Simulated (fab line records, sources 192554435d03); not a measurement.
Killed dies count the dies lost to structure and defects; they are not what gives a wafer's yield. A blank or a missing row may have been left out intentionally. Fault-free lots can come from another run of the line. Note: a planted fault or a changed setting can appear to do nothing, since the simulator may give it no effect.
fab line records -- flow n5Finfet
record lots=7, wafers=21
route steps=1938 shown BEOL_M8@1359 BEOL_M9@1417 BEOL_M10@1496 BEOL_M11@1562 BEOL_M12@1639
startH: the number of hours between the record's first day and the start of the first shown wafer of the lot -- waitH: hours from the lot's prior step to this one -- " unchanged from the row above -- L1.1+2: one row covering several wafers at once -- - no value, or no start was given -- * or withheld: withheld -- < > ~ a bound
route shown NAME@n: a module of which the file shows steps, and the number in the route of the first -- usual: average and standard deviation across the fault-free wafers -- same: alike in all rows -- chamber/n: place in a boat -- sites: each site's reading -- _std_site: how widely they spread, as a standard deviation -- _edge_site: mean of outer sites minus mean of inner sites -- radiusMm: how far each site lies from the wafer's centre -- mask NAME#n: copy n -- behind: tool/chamber where the wafer was last shaped -- hold: why the lot went on hold/how many hours it stayed there/how the hold came to an end -- device: the transistor (n, p or np) that didn't switch -- end of line: the route-end tests of the same wafers -- a step with no rows: only its recipe -- killed: at the first sort, the dies lost to defects and structure; wafer yield is something else -- map: a wafer's dies, marking killed ones x, the rest . and places with no die _
set.NAME: the setting as run; set.NAME@STEP: as run at that earlier step -- model.NAME: the simulator's own value behind a step, which no gauge read
lots with deliberately changed settings; one table per step, one row per wafer
## steps
# step N5_BEOL_M8_COAT_22
# recipe resist=CAR-EUV, spinRpm=1500, resistThkNm=30
lot.wafer,tool,chamber,startH,waitH,set.spinRpm,model.CAR-EUV_of_BEOL_M8_COAT_22.thkNm
L074.1+5,lithoTrack-05,0,-,-,1500,29.8
L074.6,lithoTrack-05,0,-,-,1500,30
L075.3+4,lithoTrack-05,0,-,-,1500,30.2
L075.5,lithoTrack-05,0,-,-,1446,30.6
L080.1,lithoTrack-01,0,-,-,1363,31.6
L080.2,lithoTrack-01,0,-,-,1500,29.8
L080.3,lithoTrack-01,0,-,-,1500,30
L084.2,lithoTrack-02,0,-,-,1500,29.8
L084.3+5,lithoTrack-02,0,-,-,1500,30
L089.2+5,lithoTrack-01,0,-,-,1363,31.6
L089.6,lithoTrack-01,0,-,-,1500,30.2
L091.4+5,lithoTrack-01,0,-,-,1500,30.2
L091.6,lithoTrack-01,0,-,-,1635,28.8
L095.3,lithoTrack-02,0,-,-,1500,30
L095.4,lithoTrack-02,0,-,-,1500,30.2
L095.5,lithoTrack-02,0,-,-,1349,31.8
# step N5_BEOL_M8_EBR_24
# recipe solvent=PGMEA, ebrWidthMm=1.5
# step N5_BEOL_M8_SOFTBAKE_23
# recipe tempC=110, timeS=60, resist=CAR-EUV
# step N5_BEOL_M8_EXPOSE_25
# recipe maskId=V7, na=0.33, sourceShape=annular, sigmaInner=0.4, sigmaOuter=0.8, polarization=unpolarized, targetCdNm=40, doseMj=42.5
# step N5_BEOL_M8_PEB_26
# recipe pebTempC=100, pebTimeS=60, resist=CAR-EUV
# step N5_BEOL_M8_DEVELOP_27
# recipe developTimeS=30, developer=TMAH, resist=CAR-EUV, rinseLiquid=surfactantRinse, dry=airSpin, devTempC=23
lot.wafer,tool,chamber,startH,waitH,set.spinRpm@BEOL_M8_COAT_22,model.CAR-EUV_of_BEOL_M8_COAT_22.thkNm
L074.1+5+6,lithoTrack-05,0,-,-,1500,29.4
L075.3+4,lithoTrack-05,0,-,-,1500,29.6
L075.5,lithoTrack-05,0,-,-,1446,30.2
L080.1,lithoTrack-01,0,-,-,1363,31
L080.2,lithoTrack-01,0,-,-,1500,29.4
L080.3,lithoTrack-01,0,-,-,1500,29.6
L084.2+3+5,lithoTrack-02,0,-,-,1500,29.4
L089.2,lithoTrack-05,0,-,-,1363,31
L089.5,lithoTrack-05,0,-,-,1363,31.2
L089.6,lithoTrack-05,0,-,-,1500,29.8
L091.4,lithoTrack-01,0,-,-,1500,29.6
L091.5,lithoTrack-01,0,-,-,1500,29.8
L091.6,lithoTrack-01,0,-,-,1635,28.4
L095.3+4,lithoTrack-05,0,-,-,1500,29.6
L095.5,lithoTrack-05,0,-,-,1349,31.2
# step N5_BEOL_M8_ETCH_65
# recipe chemistry=CF4, target=SiARC, targetDepthA=156, maskMaterial=CAR-EUV, timeS=26, ionEnergyEv=80, pressureMtorr=40, sourceW=545, biasW=36, Ar_flow_sccm=100, cf4FlowSccm=100, ends=cleared
# usual etchRfOnTimeS=25.9/0.63, rfVppV=184.2/1.2
lot.wafer,tool,chamber,startH,waitH,set.sourceW,etchRfOnTimeS,rfVppV
L074.1,rieDiel-04,3,196.64,0.0,545,26.1,182.6
L074.5,rieDiel-04,2,196.64,0.0,472.5,29.2,193.2
L074.6,rieDiel-04,1,196.64,0.0,472.5,28.9,194.0
L075.3,rieDiel-04,1,205.30,0.0,545,25.6,185.7
L075.4,rieDiel-04,3,205.30,0.0,545,26.3,181.3
L075.5,rieDiel-04,3,205.30,0.0,545,26.2,183.6
L080.1,rieDiel-03,0,231.51,0.0,545,26.6,182.2
L080.2,rieDiel-03,3,231.51,0.0,621.4,22.9,174.9
L080.3,rieDiel-03,1,231.51,0.0,545,25.2,184.0
L084.2,rieDiel-04,0,253.83,0.0,545,27.2,184.2
L084.3,rieDiel-04,2,253.83,0.0,545,26.0,185.0
L084.5,rieDiel-04,2,253.83,0.0,545,25.8,183.3
L089.2,rieDiel-05,1,285.84,0.0,545,26.8,182.2
L089.5,rieDiel-05,1,285.84,0.0,545,27.0,183.2
L089.6,rieDiel-05,0,285.84,0.0,509.5,26.9,190.7
L091.4,rieDiel-04,2,315.67,0.0,584.6,24.3,179.8
L091.5,rieDiel-04,1,315.67,0.0,545,25.8,184.6
L091.6,rieDiel-04,3,315.67,0.0,584.6,25.3,178.1
L095.3,rieDiel-05,0,344.34,0.0,494.7,27.7,193.7
L095.4,rieDiel-05,2,344.34,0.0,494.7,27.3,192.2
L095.5,rieDiel-05,0,344.34,0.0,494.7,28.0,191.4
# step N5_BEOL_M9_DESCUM_16
# recipe chemistry=O2, timeS=7.9, sourcePowerW=50, biasPowerW=20, pressureMtorr=20, rfFrequencyHz=2.712e+07, tempC=40, resist=CAR-ArF, o2FlowSccm=225
lot.wafer,tool,chamber,startH,waitH,set.timeS,model.CAR-ArF_of_BEOL_M9_COAT_05.thkNm
L074.1+6,rieDiel-06,"0,1",201.65,0.0,7.242,83.4
L074.5,rieDiel-06,0,201.65,0.0,7.9,83.2
L075.3+5,rieDiel-06,2,210.20,0.1,6.955,84
L075.4,rieDiel-06,1,210.20,0.1,7.9,83.6
L080.1,rieDiel-06,0,238.68,0.1,7.9,83.8
L080.2,rieDiel-06,2,238.68,0.1,7.9,83.6
L080.3,rieDiel-06,1,238.68,0.1,6.422,84.4
L084.2,rieDiel-01,1,261.90,0.6,7.9,83.4
L084.3+5,rieDiel-01,2,261.90,0.6,7.9,83.2
L089.2,rieDiel-06,2,292.94,0.0,7.9,83
L089.5,rieDiel-06,0,292.94,0.0,7.9,83.2
L089.6,rieDiel-06,2,292.94,0.0,7.9,82.8
L091.4,rieDiel-06,0,323.10,0.1,7.9,83
L091.5,rieDiel-06,3,323.10,0.1,7.9,83.2
L091.6,rieDiel-06,2,323.10,0.1,8.664,82.6
L095.3,rieDiel-02,2,352.64,0.1,7.9,83.8
L095.4,rieDiel-02,1,352.64,0.1,6.685,84.8
L095.5,rieDiel-02,1,352.64,0.1,6.685,84.6
# step N5_BEOL_M9_ETCH_61
# recipe chemistry=CF4, target=SiARC, targetDepthA=390, maskMaterial=CAR-ArF, timeS=65, ionEnergyEv=80, pressureMtorr=40, sourceW=545, biasW=36, Ar_flow_sccm=100, cf4FlowSccm=100, ends=cleared
lot.wafer,tool,chamber,startH,waitH,set.timeS@BEOL_M9_DESCUM_16,model.CAR-ArF_of_BEOL_M9_COAT_05.thkNm
L074.1,rieDiel-06,0,201.68,0.0,7.242,55.4
L074.5,rieDiel-06,0,201.68,0.0,7.9,55.4
L074.6,rieDiel-06,1,201.68,0.0,7.242,55.6
L075.3+5,rieDiel-06,2,210.23,0.0,6.955,56
L075.4,rieDiel-06,1,210.23,0.0,7.9,55.6
L080.1,rieDiel-06,0,238.72,0.0,7.9,55.8
L080.2,rieDiel-06,2,238.72,0.0,7.9,55.6
L080.3,rieDiel-06,1,238.72,0.0,6.422,56.6
L084.2+3+5,rieDiel-01,"1,2,2",261.94,0.0,7.9,55.4
L089.2,rieDiel-06,2,292.98,0.0,7.9,55.2
L089.5,rieDiel-06,0,292.98,0.0,7.9,55.4
L089.6,rieDiel-06,2,292.98,0.0,7.9,55
L091.4,rieDiel-06,0,323.13,0.0,7.9,55
L091.5,rieDiel-06,3,323.13,0.0,7.9,55.2
L091.6,rieDiel-06,2,323.13,0.0,8.664,54.6
L095.3,rieDiel-02,2,352.67,0.0,7.9,55.6
L095.4,rieDiel-02,1,352.67,0.0,6.685,56.8
L095.5,rieDiel-02,1,352.67,0.0,6.685,56.6
# step N5_BEOL_M10_COAT_22
# recipe resist=CAR-ArF, spinRpm=1500, resistThkNm=90
lot.wafer,tool,chamber,startH,waitH,set.spinRpm,model.CAR-ArF_of_BEOL_M10_COAT_22.thkNm
L074.1,lithoTrack-04,0,-,-,1617,86.4
L074.5+6,lithoTrack-04,0,-,-,1617,86.6
L075.3,lithoTrack-04,0,-,-,1500,89.6
L075.4,lithoTrack-04,0,-,-,1591,87.2
L075.5,lithoTrack-04,0,-,-,1500,89.8
L080.1+3,lithoTrack-02,0,-,-,1500,90
L080.2,lithoTrack-02,0,-,-,1500,90.2
L084.2,lithoTrack-02,0,-,-,1500,89.8
L084.3+5,lithoTrack-02,0,-,-,1500,90
L089.2+6,lithoTrack-04,0,-,-,1500,90
L089.5,lithoTrack-04,0,-,-,1450,91.6
L091.4,lithoTrack-05,0,-,-,1636,86.4
L091.5,lithoTrack-05,0,-,-,1500,90.4
L091.6,lithoTrack-05,0,-,-,1500,90.2
L095.3+5,lithoTrack-02,0,-,-,1399,93.2
L095.4,lithoTrack-02,0,-,-,1500,90
# step N5_BEOL_M10_EXPOSE_25
# recipe maskId=V9, na=1.35, sourceShape=annular, sigmaInner=0.5, sigmaOuter=0.8, polarization=unpolarized, doseMj=85.5
lot.wafer,tool,chamber,startH,waitH,mask,set.doseMj
L074.1+5,arfiScanner-01,0,211.62,-,V9#0,80.41
L074.6,arfiScanner-01,0,211.62,-,V9#0,85.5
L075.3+4+5,arfiScanner-01,0,219.80,-,V9#0,85.5
L080.1+2+3,arfiScanner-03,0,251.54,-,V9#0,85.5
L084.2+3+5,arfiScanner-01,0,274.10,-,V9#0,85.5
L089.2,arfiScanner-02,0,302.00,-,V9#0,85.5
L089.5+6,arfiScanner-02,0,302.00,-,V9#0,82.69
L091.4+5,arfiScanner-01,0,332.59,-,V9#0,85.5
L091.6,arfiScanner-01,0,332.59,-,V9#0,79.89
L095.3+4+5,arfiScanner-03,0,362.20,-,V9#0,85.5
# step N5_BEOL_M10_PEB_26
# recipe pebTempC=withheld, pebTimeS=60, resist=CAR-ArF
# step N5_BEOL_M10_DEVELOP_27
# recipe developTimeS=30, developer=TMAH, resist=CAR-ArF, rinseLiquid=diw, dry=airSpin, devTempC=23
# step N5_BEOL_M10_CD_MEAS_28
# recipe targetCdNm=70, landingEnergyEv=500, detector=seInlens, polarity=opening
# usual cdNm=69.6/0.82
lot.wafer,tool,chamber,startH,waitH,set.doseMj@BEOL_M10_EXPOSE_25,cdNm
L074.1,cdSem-03,0,211.75,-,80.41,65.4
L074.5,cdSem-03,0,211.75,-,80.41,65.9
L074.6,cdSem-03,0,211.75,-,85.5,70.2
L075.3,cdSem-03,0,219.92,-,85.5,70.7
L075.4,cdSem-03,0,219.92,-,85.5,70.5
L075.5,cdSem-03,0,219.92,-,85.5,69.3
L080.1,cdSem-02,0,251.67,-,85.5,70.6
L080.2,cdSem-02,0,251.67,-,85.5,69.3
L080.3,cdSem-02,0,251.67,-,85.5,68.9
L084.2,cdSem-01,0,274.23,-,85.5,68.3
L084.3,cdSem-01,0,274.23,-,85.5,70.4
L084.5,cdSem-01,0,274.23,-,85.5,69.7
L089.2,cdSem-02,0,302.13,-,85.5,69.6
L089.5,cdSem-02,0,302.13,-,82.69,67.2
L089.6,cdSem-02,0,302.13,-,82.69,67.8
L091.4,cdSem-01,0,332.71,-,85.5,70.7
L091.5,cdSem-01,0,332.71,-,85.5,69.4
L091.6,cdSem-01,0,332.71,-,79.89,63.9
L095.3,cdSem-02,0,362.32,-,85.5,69.9
L095.4,cdSem-02,0,362.32,-,85.5,69.3
L095.5,cdSem-02,0,362.32,-,85.5,69.8
# step N5_BEOL_M10_DESCUM_33
# recipe chemistry=O2, timeS=7.9, sourcePowerW=50, biasPowerW=20, pressureMtorr=20, rfFrequencyHz=2.712e+07, tempC=40, resist=CAR-ArF, o2FlowSccm=225
lot.wafer,tool,chamber,startH,waitH,set.spinRpm@BEOL_M10_COAT_22,model.CAR-ArF_of_BEOL_M10_COAT_22.thkNm
L074.1,rieDiel-04,1,211.84,0.0,1617,79.8
L074.5+6,rieDiel-04,"3,0",211.84,0.0,1617,80.2
L075.3+5,rieDiel-04,3,220.30,0.3,1500,83.2
L075.4,rieDiel-04,2,220.30,0.3,1591,80.6
L080.1+3,rieDiel-04,"3,2",251.76,0.0,1500,83.4
L080.2,rieDiel-04,0,251.76,0.0,1500,83.8
L084.2,rieDiel-04,1,274.43,0.0,1500,83.2
L084.3,rieDiel-04,0,274.43,0.0,1500,83.6
L084.5,rieDiel-04,3,274.43,0.0,1500,83.4
L089.2,rieDiel-03,0,302.35,0.2,1500,83.4
L089.5,rieDiel-03,2,302.35,0.2,1450,85
L089.6,rieDiel-03,3,302.35,0.2,1500,83.6
L091.4,rieDiel-04,1,332.81,0.0,1636,79.8
L091.5,rieDiel-04,3,332.81,0.0,1500,84
L091.6,rieDiel-04,2,332.81,0.0,1500,83.6
L095.3+5,rieDiel-05,"3,1",362.70,0.3,1399,86.6
L095.4,rieDiel-05,1,362.70,0.3,1500,83.4
# step N5_BEOL_M11_COAT_22
# recipe resist=CAR-ArF, spinRpm=1500, resistThkNm=90
lot.wafer,tool,chamber,startH,waitH,set.spinRpm,model.CAR-ArF_of_BEOL_M11_COAT_22.thkNm
L074.1+6,lithoTrack-05,0,-,-,1500,90.4
L074.5,lithoTrack-05,0,-,-,1369,94.4
L075.3,lithoTrack-03,0,-,-,1500,90.2
L075.4,lithoTrack-03,0,-,-,1500,90
L075.5,lithoTrack-03,0,-,-,1401,93.8
L080.1,lithoTrack-05,0,-,-,1500,90.6
L080.2+3,lithoTrack-05,0,-,-,1552,88.8
L084.2+3,lithoTrack-01,0,-,-,1500,90.4
L084.5,lithoTrack-01,0,-,-,1500,90.2
L089.2,lithoTrack-03,0,-,-,1380,93.8
L089.5,lithoTrack-03,0,-,-,1500,90
L089.6,lithoTrack-03,0,-,-,1380,94
L091.4+6,lithoTrack-05,0,-,-,1500,90
L091.5,lithoTrack-05,0,-,-,1500,89.8
L095.3+5,lithoTrack-01,0,-,-,1553,88.8
L095.4,lithoTrack-01,0,-,-,1500,90.2
# step N5_BEOL_M11_EXPOSE_25
# recipe maskId=V10, na=1.35, sourceShape=annular, sigmaInner=0.5, sigmaOuter=0.8, polarization=unpolarized, doseMj=85.5
lot.wafer,tool,chamber,startH,waitH,mask,set.doseMj
L074.1+5+6,arfiScanner-03,0,219.62,-,V10#0,85.5
L075.3,arfiScanner-01,0,230.67,-,V10#0,85.5
L075.4+5,arfiScanner-01,0,230.67,-,V10#0,91.77
L080.1+2+3,arfiScanner-01,0,263.90,-,V10#0,85.5
L084.2+3+5,arfiScanner-03,0,280.87,-,V10#0,85.5
L089.2+5,arfiScanner-03,0,311.78,-,V10#0,81.61
L089.6,arfiScanner-03,0,311.78,-,V10#0,85.5
L091.4+5+6,arfiScanner-01,0,339.13,-,V10#0,85.5
L095.3,arfiScanner-02,0,371.39,-,V10#0,85.5
L095.4+5,arfiScanner-02,0,371.39,-,V10#0,79.69
# step N5_BEOL_M11_PEB_26
# recipe pebTempC=withheld, pebTimeS=60, resist=CAR-ArF
# step N5_BEOL_M11_DEVELOP_27
# recipe developTimeS=30, developer=TMAH, resist=CAR-ArF, rinseLiquid=diw, dry=airSpin, devTempC=23
# step N5_BEOL_M11_CD_MEAS_28
# recipe targetCdNm=70, landingEnergyEv=500, detector=seInlens, polarity=opening
# usual cdNm=70.0/1.2
lot.wafer,tool,chamber,startH,waitH,set.doseMj@BEOL_M11_EXPOSE_25,cdNm
L074.1,cdSem-02,0,219.76,-,85.5,69.9
L074.5,cdSem-02,0,219.76,-,85.5,67.6
L074.6,cdSem-02,0,219.76,-,85.5,70.5
L075.3,cdSem-02,0,230.79,-,85.5,70.5
L075.4,cdSem-02,0,230.79,-,91.77,75.9
L075.5,cdSem-02,0,230.79,-,91.77,77.2
L080.1,cdSem-03,0,264.03,-,85.5,68.1
L080.2,cdSem-03,0,264.03,-,85.5,70.0
L080.3,cdSem-03,0,264.03,-,85.5,68.9
L084.2,cdSem-01,0,281.00,-,85.5,69.3
L084.3,cdSem-01,0,281.00,-,85.5,69.8
L084.5,cdSem-01,0,281.00,-,85.5,69.9
L089.2,cdSem-02,0,311.90,-,81.61,65.8
L089.5,cdSem-02,0,311.90,-,81.61,67.7
L089.6,cdSem-02,0,311.90,-,85.5,69.8
L091.4,cdSem-03,0,339.24,-,85.5,69.9
L091.5,cdSem-03,0,339.24,-,85.5,69.4
L091.6,cdSem-03,0,339.24,-,85.5,70.6
L095.3,cdSem-02,0,371.51,-,85.5,70.9
L095.4,cdSem-02,0,371.51,-,79.69,64.5
L095.5,cdSem-02,0,371.51,-,79.69,65.4
# step N5_BEOL_M11_DESCUM_33
# recipe chemistry=O2, timeS=7.9, sourcePowerW=50, biasPowerW=20, pressureMtorr=20, rfFrequencyHz=2.712e+07, tempC=40, resist=CAR-ArF, o2FlowSccm=225
lot.wafer,tool,chamber,startH,waitH,set.spinRpm@BEOL_M11_COAT_22,model.CAR-ArF_of_BEOL_M11_COAT_22.thkNm
L074.1+6,rieDiel-06,"1,0",219.84,0.0,1500,83.8
L074.5,rieDiel-06,1,219.84,0.0,1369,88
L075.3,rieDiel-06,0,230.87,0.0,1500,83.6
L075.4,rieDiel-06,2,230.87,0.0,1500,83.4
L075.5,rieDiel-06,2,230.87,0.0,1401,87.2
L080.1,rieDiel-06,2,264.61,0.5,1500,83.8
L080.2+3,rieDiel-06,"3,2",264.61,0.5,1552,82.2
L084.2,rieDiel-02,3,281.08,0.0,1500,83.8
L084.3,rieDiel-02,0,281.08,0.0,1500,84
L084.5,rieDiel-02,0,281.08,0.0,1500,83.6
L089.2,rieDiel-02,0,311.99,0.0,1380,87.2
L089.5,rieDiel-02,3,311.99,0.0,1500,83.4
L089.6,rieDiel-02,0,311.99,0.0,1380,87.4
L091.4+5,rieDiel-01,"3,2",339.37,0.1,1500,83.4
L091.6,rieDiel-01,3,339.37,0.1,1500,83.6
L095.3+5,rieDiel-02,0,371.60,0.0,1553,82.2
L095.4,rieDiel-02,2,371.60,0.0,1500,83.8
# step N5_BEOL_M12_TRENCH_ETCH_34
# recipe chemistry=C4F8/O2/Ar, target=SiOC, targetDepthA=3189.5, maskMaterial=SOC, pressureMtorr=30, sourceW=3000, biasW=700, Ar_flow_sccm=400, C4F8_flow_sccm=15, O2_flow_sccm=8, heInnerTorr=15, heOuterTorr=30, timeS=125.5, ionEnergyEv=250
lot.wafer,tool,chamber,startH,waitH,set.timeS,model.etch.depthNm
L074.1,rieDiel-05,1,225.89,0.0,98.98,249.7
L074.5,rieDiel-05,1,225.89,0.0,125.5,314
L074.6,rieDiel-05,3,225.89,0.0,125.5,316.1
L075.3,rieDiel-05,2,236.03,0.0,125.5,321.9
L075.4,rieDiel-05,3,236.03,0.0,117.1,293
L075.5,rieDiel-05,1,236.03,0.0,125.5,315.8
L080.1,rieDiel-04,1,269.98,0.0,125.5,320.2
L080.2,rieDiel-04,0,269.98,0.0,145.3,361.5
L080.3,rieDiel-04,3,269.98,0.0,145.3,362.8
L084.2,rieDiel-05,1,286.55,0.0,125.5,310.8
L084.3,rieDiel-05,2,286.55,0.0,125.5,321.5
L084.5,rieDiel-05,0,286.55,0.0,125.5,326.6
L089.2,rieDiel-04,3,318.71,0.0,147,365.9
L089.5,rieDiel-04,3,318.71,0.0,147,366.2
L089.6,rieDiel-04,2,318.71,0.0,147,377.2
L091.4,rieDiel-03,2,345.04,0.0,147.7,380.8
L091.5,rieDiel-03,0,345.04,0.0,147.7,366.7
L091.6,rieDiel-03,1,345.04,0.0,125.5,316.8
L095.3,rieDiel-04,2,376.75,0.0,125.5,324.4
L095.4,rieDiel-04,1,376.75,0.0,125.5,319.4
L095.5,rieDiel-04,0,376.75,0.0,125.5,325.5
# step N5_BEOL_M12_STRIP_70
# recipe chemistry=C4F8/O2/Ar, resist=SiARC, rfFrequencyHz=6e+07
# step N5_BEOL_M12_OCD_MEAS_35
# usual trenchDepthNm=319/5
lot.wafer,tool,chamber,startH,waitH,set.timeS@BEOL_M12_TRENCH_ETCH_34,trenchDepthNm
L074.1,ocd-01,-,226.05,0.0,98.98,250
L074.5,ocd-01,-,226.05,0.0,125.5,314
L074.6,ocd-01,-,226.05,0.0,125.5,316
L075.3,ocd-01,-,236.20,0.0,125.5,322
L075.4,ocd-01,-,236.20,0.0,117.1,293
L075.5,ocd-01,-,236.20,0.0,125.5,316
L080.1,ocd-01,-,270.13,0.0,125.5,320
L080.2,ocd-01,-,270.13,0.0,145.3,361
L080.3,ocd-01,-,270.13,0.0,145.3,362
L084.2,ocd-02,-,286.70,0.0,125.5,310
L084.3,ocd-02,-,286.70,0.0,125.5,321
L084.5,ocd-02,-,286.70,0.0,125.5,326
L089.2,ocd-02,-,318.86,0.0,147,366
L089.5,ocd-02,-,318.86,0.0,147,366
L089.6,ocd-02,-,318.86,0.0,147,377
L091.4,ocd-02,-,345.20,0.0,147.7,381
L091.5,ocd-02,-,345.20,0.0,147.7,367
L091.6,ocd-02,-,345.20,0.0,125.5,317
L095.3,ocd-01,-,376.91,0.0,125.5,325
L095.4,ocd-01,-,376.91,0.0,125.5,319
L095.5,ocd-01,-,376.91,0.0,125.5,325
## key
split step=N5_BEOL_M8_COAT_22, setting=spinRpm, stated=1500, by=wafer
response step=N5_BEOL_M8_COAT_22, reading=model.CAR-EUV_of_BEOL_M8_COAT_22.thkNm, change=-0.164, per=1%, r=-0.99
response step=N5_BEOL_M8_DEVELOP_27, reading=model.CAR-EUV_of_BEOL_M8_COAT_22.thkNm, change=-0.153, per=1%, r=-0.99
split step=N5_BEOL_M8_ETCH_65, setting=sourceW, stated=545, by=wafer
response step=N5_BEOL_M8_ETCH_65, reading=etchRfOnTimeS, change=*, per=1%, r=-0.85
response step=N5_BEOL_M8_ETCH_65, reading=rfVppV, change=-0.754, per=1%, r=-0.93
split step=N5_BEOL_M9_DESCUM_16, setting=timeS, stated=7.9, by=wafer
response step=N5_BEOL_M9_DESCUM_16, reading=model.CAR-ArF_of_BEOL_M9_COAT_05.thkNm, change=-0.0428, per=1%, r=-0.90
response step=N5_BEOL_M9_ETCH_61, reading=model.CAR-ArF_of_BEOL_M9_COAT_05.thkNm, change=-0.0495, per=1%, r=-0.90
split step=N5_BEOL_M10_COAT_22, setting=spinRpm, stated=1500, by=wafer
response step=N5_BEOL_M10_COAT_22, reading=model.CAR-ArF_of_BEOL_M10_COAT_22.thkNm, change=-0.441, per=1%, r=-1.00
response step=N5_BEOL_M10_DESCUM_33, reading=model.CAR-ArF_of_BEOL_M10_COAT_22.thkNm, change=-0.448, per=1%, r=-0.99
split step=N5_BEOL_M10_EXPOSE_25, setting=doseMj, stated=85.5, by=wafer
response step=N5_BEOL_M10_CD_MEAS_28, reading=cdNm, change=+0.831, per=1%, r=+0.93
split step=N5_BEOL_M11_COAT_22, setting=spinRpm, stated=1500, by=wafer
response step=N5_BEOL_M11_COAT_22, reading=model.CAR-ArF_of_BEOL_M11_COAT_22.thkNm, change=-0.488, per=1%, r=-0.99
response step=N5_BEOL_M11_DESCUM_33, reading=model.CAR-ArF_of_BEOL_M11_COAT_22.thkNm, change=-0.497, per=1%, r=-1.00
split step=N5_BEOL_M11_EXPOSE_25, setting=doseMj, stated=85.5, by=wafer
response step=N5_BEOL_M11_CD_MEAS_28, reading=cdNm, change=+0.812, per=1%, r=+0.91
split step=N5_BEOL_M12_TRENCH_ETCH_34, setting=timeS, stated=125.5, by=wafer
response step=N5_BEOL_M12_TRENCH_ETCH_34, reading=model.etch.depthNm, change=+3.06, per=1%, r=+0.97
response step=N5_BEOL_M12_OCD_MEAS_35, reading=trenchDepthNm, change=+3.06, per=1%, r=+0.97
